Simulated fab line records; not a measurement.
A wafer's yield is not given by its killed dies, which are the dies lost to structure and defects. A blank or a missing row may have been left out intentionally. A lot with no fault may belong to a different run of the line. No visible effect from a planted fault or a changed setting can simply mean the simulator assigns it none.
Split-lot study || flow n5_finfet || 39 wafers read across 7 lots, on a route 1938 steps long

## ON THE SPLIT
At N5_PASSIVATION_PECVD_35 (deposits SiNx from SiH4/NH3/N2, target thk 700 nm, time 151.3 s), the setting time_s was moved away from the recipe's 151.3 s on 15 of the 39 wafers read, by -25.2% to +36.3%. All remaining wafers had this setting at the recipe value.

The reading comes from the split's own step.

## THE READING
SiNx_of_PASSIVATION_PECVD_35.thk_nm (the simulator's own value, which no gauge read), in nm, at N5_PASSIVATION_PECVD_35 (deposits SiNx from SiH4/NH3/N2, target thk 700 nm, time 151.3 s). The file gives no usual value for it. The 24 wafers here that ran the recipe average 699.6 nm, standard deviation 7.4 nm.

{"wafer": "L083.1", "tool, chamber at the split": "pecvd-04, 2", "time_s as run, s": 151.3, "against the recipe": "recipe", "SiNx_of_PASSIVATION_PECVD_35.thk_nm, nm": 692, "against lot-mates on the recipe": "-"}
{"wafer": "L083.2", "tool, chamber at the split": "pecvd-04, 0", "time_s as run, s": 206.2, "against the recipe": "+36.3%", "SiNx_of_PASSIVATION_PECVD_35.thk_nm, nm": 940.6, "against lot-mates on the recipe": "+242.5"}
{"wafer": "L083.3", "tool, chamber at the split": "pecvd-04, 1", "time_s as run, s": 151.3, "against the recipe": "recipe", "SiNx_of_PASSIVATION_PECVD_35.thk_nm, nm": 698, "against lot-mates on the recipe": "-"}
{"wafer": "L083.4", "tool, chamber at the split": "pecvd-04, 2", "time_s as run, s": 206.2, "against the recipe": "+36.3%", "SiNx_of_PASSIVATION_PECVD_35.thk_nm, nm": 959.4, "against lot-mates on the recipe": "+261.3"}
{"wafer": "L083.5", "tool, chamber at the split": "pecvd-04, 1", "time_s as run, s": 151.3, "against the recipe": "recipe", "SiNx_of_PASSIVATION_PECVD_35.thk_nm, nm": 704.2, "against lot-mates on the recipe": "-"}
{"wafer": "L083.6", "tool, chamber at the split": "pecvd-04, 0", "time_s as run, s": 206.2, "against the recipe": "+36.3%", "SiNx_of_PASSIVATION_PECVD_35.thk_nm, nm": 954, "against lot-mates on the recipe": "+255.9"}
{"wafer": "L085.1", "tool, chamber at the split": "pecvd-03, 2", "time_s as run, s": 113.1, "against the recipe": "-25.2%", "SiNx_of_PASSIVATION_PECVD_35.thk_nm, nm": 531.2, "against lot-mates on the recipe": -172.0}
{"wafer": "L085.2", "tool, chamber at the split": "pecvd-03, 0", "time_s as run, s": 151.3, "against the recipe": "recipe", "SiNx_of_PASSIVATION_PECVD_35.thk_nm, nm": 686.6, "against lot-mates on the recipe": "-"}
{"wafer": "L085.3", "tool, chamber at the split": "pecvd-03, 1", "time_s as run, s": 151.3, "against the recipe": "recipe", "SiNx_of_PASSIVATION_PECVD_35.thk_nm, nm": 706.8, "against lot-mates on the recipe": "-"}
{"wafer": "L085.4", "tool, chamber at the split": "pecvd-03, 0", "time_s as run, s": 113.1, "against the recipe": "-25.2%", "SiNx_of_PASSIVATION_PECVD_35.thk_nm, nm": 532.4, "against lot-mates on the recipe": -170.8}
{"wafer": "L085.5", "tool, chamber at the split": "pecvd-03, 2", "time_s as run, s": 113.1, "against the recipe": "-25.2%", "SiNx_of_PASSIVATION_PECVD_35.thk_nm, nm": 533.2, "against lot-mates on the recipe": -170.0}
{"wafer": "L085.6", "tool, chamber at the split": "pecvd-03, 1", "time_s as run, s": 151.3, "against the recipe": "recipe", "SiNx_of_PASSIVATION_PECVD_35.thk_nm, nm": 716.2, "against lot-mates on the recipe": "-"}
{"wafer": "L086.1", "tool, chamber at the split": "pecvd-04, 0", "time_s as run, s": 151.3, "against the recipe": "recipe", "SiNx_of_PASSIVATION_PECVD_35.thk_nm, nm": 697.6, "against lot-mates on the recipe": "-"}
{"wafer": "L086.2", "tool, chamber at the split": "pecvd-04, 2", "time_s as run, s": 151.3, "against the recipe": "recipe", "SiNx_of_PASSIVATION_PECVD_35.thk_nm, nm": 691.6, "against lot-mates on the recipe": "-"}
{"wafer": "L086.3", "tool, chamber at the split": "pecvd-04, 1", "time_s as run, s": 151.3, "against the recipe": "recipe", "SiNx_of_PASSIVATION_PECVD_35.thk_nm, nm": 684.4, "against lot-mates on the recipe": "-"}
{"wafer": "L086.4", "tool, chamber at the split": "pecvd-04, 0", "time_s as run, s": 151.3, "against the recipe": "recipe", "SiNx_of_PASSIVATION_PECVD_35.thk_nm, nm": 702.4, "against lot-mates on the recipe": "-"}
{"wafer": "L086.5", "tool, chamber at the split": "pecvd-04, 2", "time_s as run, s": 151.3, "against the recipe": "recipe", "SiNx_of_PASSIVATION_PECVD_35.thk_nm, nm": 704.8, "against lot-mates on the recipe": "-"}
{"wafer": "L086.6", "tool, chamber at the split": "pecvd-04, 1", "time_s as run, s": 151.3, "against the recipe": "recipe", "SiNx_of_PASSIVATION_PECVD_35.thk_nm, nm": 701.2, "against lot-mates on the recipe": "-"}
{"wafer": "L087.1", "tool, chamber at the split": "pecvd-03, 2", "time_s as run, s": 192.7, "against the recipe": "+27.4%", "SiNx_of_PASSIVATION_PECVD_35.thk_nm, nm": 889, "against lot-mates on the recipe": "+193.3"}
{"wafer": "L087.2", "tool, chamber at the split": "pecvd-03, 0", "time_s as run, s": 151.3, "against the recipe": "recipe", "SiNx_of_PASSIVATION_PECVD_35.thk_nm, nm": 693.6, "against lot-mates on the recipe": "-"}
{"wafer": "L087.3", "tool, chamber at the split": "pecvd-03, 1", "time_s as run, s": 151.3, "against the recipe": "recipe", "SiNx_of_PASSIVATION_PECVD_35.thk_nm, nm": 691.8, "against lot-mates on the recipe": "-"}
{"wafer": "L087.4", "tool, chamber at the split": "pecvd-03, 2", "time_s as run, s": 192.7, "against the recipe": "+27.4%", "SiNx_of_PASSIVATION_PECVD_35.thk_nm, nm": 903.6, "against lot-mates on the recipe": "+207.9"}
{"wafer": "L087.5", "tool, chamber at the split": "pecvd-03, 0", "time_s as run, s": 192.7, "against the recipe": "+27.4%", "SiNx_of_PASSIVATION_PECVD_35.thk_nm, nm": 893.8, "against lot-mates on the recipe": "+198.1"}
{"wafer": "L087.6", "tool, chamber at the split": "pecvd-03, 1", "time_s as run, s": 151.3, "against the recipe": "recipe", "SiNx_of_PASSIVATION_PECVD_35.thk_nm, nm": 701.6, "against lot-mates on the recipe": "-"}
{"wafer": "L088.1", "tool, chamber at the split": "pecvd-02, 0", "time_s as run, s": 151.3, "against the recipe": "recipe", "SiNx_of_PASSIVATION_PECVD_35.thk_nm, nm": 691.2, "against lot-mates on the recipe": "-"}
{"wafer": "L088.4", "tool, chamber at the split": "pecvd-02, 1", "time_s as run, s": 151.3, "against the recipe": "recipe", "SiNx_of_PASSIVATION_PECVD_35.thk_nm, nm": 701, "against lot-mates on the recipe": "-"}
{"wafer": "L088.5", "tool, chamber at the split": "pecvd-02, 2", "time_s as run, s": 151.3, "against the recipe": "recipe", "SiNx_of_PASSIVATION_PECVD_35.thk_nm, nm": 702.6, "against lot-mates on the recipe": "-"}
{"wafer": "L091.1", "tool, chamber at the split": "pecvd-04, 2", "time_s as run, s": 189.9, "against the recipe": "+25.5%", "SiNx_of_PASSIVATION_PECVD_35.thk_nm, nm": 885.6, "against lot-mates on the recipe": "+180.7"}
{"wafer": "L091.2", "tool, chamber at the split": "pecvd-04, 1", "time_s as run, s": 189.9, "against the recipe": "+25.5%", "SiNx_of_PASSIVATION_PECVD_35.thk_nm, nm": 875.6, "against lot-mates on the recipe": "+170.7"}
{"wafer": "L091.3", "tool, chamber at the split": "pecvd-04, 0", "time_s as run, s": 151.3, "against the recipe": "recipe", "SiNx_of_PASSIVATION_PECVD_35.thk_nm, nm": 700.8, "against lot-mates on the recipe": "-"}
{"wafer": "L091.4", "tool, chamber at the split": "pecvd-04, 1", "time_s as run, s": 151.3, "against the recipe": "recipe", "SiNx_of_PASSIVATION_PECVD_35.thk_nm, nm": 710, "against lot-mates on the recipe": "-"}
{"wafer": "L091.5", "tool, chamber at the split": "pecvd-04, 2", "time_s as run, s": 151.3, "against the recipe": "recipe", "SiNx_of_PASSIVATION_PECVD_35.thk_nm, nm": 704, "against lot-mates on the recipe": "-"}
{"wafer": "L091.6", "tool, chamber at the split": "pecvd-04, 0", "time_s as run, s": 189.9, "against the recipe": "+25.5%", "SiNx_of_PASSIVATION_PECVD_35.thk_nm, nm": 891.6, "against lot-mates on the recipe": "+186.7"}
{"wafer": "L095.1", "tool, chamber at the split": "pecvd-02, 1", "time_s as run, s": 151.3, "against the recipe": "recipe", "SiNx_of_PASSIVATION_PECVD_35.thk_nm, nm": 697, "against lot-mates on the recipe": "-"}
{"wafer": "L095.2", "tool, chamber at the split": "pecvd-02, 2", "time_s as run, s": 198.3, "against the recipe": "+31.1%", "SiNx_of_PASSIVATION_PECVD_35.thk_nm, nm": 917.8, "against lot-mates on the recipe": "+215.2"}
{"wafer": "L095.3", "tool, chamber at the split": "pecvd-02, 0", "time_s as run, s": 198.3, "against the recipe": "+31.1%", "SiNx_of_PASSIVATION_PECVD_35.thk_nm, nm": 910.2, "against lot-mates on the recipe": "+207.6"}
{"wafer": "L095.4", "tool, chamber at the split": "pecvd-02, 0", "time_s as run, s": 151.3, "against the recipe": "recipe", "SiNx_of_PASSIVATION_PECVD_35.thk_nm, nm": 703, "against lot-mates on the recipe": "-"}
{"wafer": "L095.5", "tool, chamber at the split": "pecvd-02, 1", "time_s as run, s": 198.3, "against the recipe": "+31.1%", "SiNx_of_PASSIVATION_PECVD_35.thk_nm, nm": 930, "against lot-mates on the recipe": "+227.4"}
{"wafer": "L095.6", "tool, chamber at the split": "pecvd-02, 2", "time_s as run, s": 151.3, "against the recipe": "recipe", "SiNx_of_PASSIVATION_PECVD_35.thk_nm, nm": 707.8, "against lot-mates on the recipe": "-"}

FIT RESULTS
A straight line over all 39 wafers: SiNx_of_PASSIVATION_PECVD_35.thk_nm changes by +6.97 nm for each +1% of time_s; r = +1.00; the points scatter about the line by 7.9 nm.
The same after taking each lot's own level away (the mean of its wafers on the recipe; 39 wafers): +6.99 nm for each +1%; r = +1.00; scatter 7.3 nm.
That fit puts the effect of the largest move of time_s on the reading at 2.5e+02 nm.
The lots' own levels span 695.67 to 704.93 nm, that is 1.3 times the standard deviation above.
The two slopes agree, so the slope changes little with the lot-to-lot level.
Check: +256 nm against its lot-mates is what the line predicts for one of the wafers moved furthest among these (+36.3%) when that wafer is left out of the fit. It came out at +243 nm against them.

## THE OTHER SPLITS THESE WAFERS WENT THROUGH
Other splits were also applied to these wafers ahead of the reading. Each is held against what the fit with the lots' levels taken away leaves over:
{"other split on the same wafers": "N5_BEOL_M9_ILD_DEP_00 time_s", "wafers away from the commonest value": 18, "r with SiNx_of_PASSIVATION_PECVD_35.thk_nm (lot level and that fit taken away)": "+0.26"}
{"other split on the same wafers": "N5_BEOL_M10_ALD_74 ald_cycles", "wafers away from the commonest value": 18, "r with SiNx_of_PASSIVATION_PECVD_35.thk_nm (lot level and that fit taken away)": "+0.12"}
{"other split on the same wafers": "N5_BEOL_M14_ILD_DEP_00 time_s", "wafers away from the commonest value": 18, "r with SiNx_of_PASSIVATION_PECVD_35.thk_nm (lot level and that fit taken away)": "+0.07"}
{"other split on the same wafers": "N5_MIM_BOT_ETCH_ETCH_04 time_s", "wafers away from the commonest value": 18, "r with SiNx_of_PASSIVATION_PECVD_35.thk_nm (lot level and that fit taken away)": -0.03}

## FILE'S OWN FIT
SiNx_of_PASSIVATION_PECVD_35.thk_nm changes by +7.01 nm for each +1% of time_s, r = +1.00.
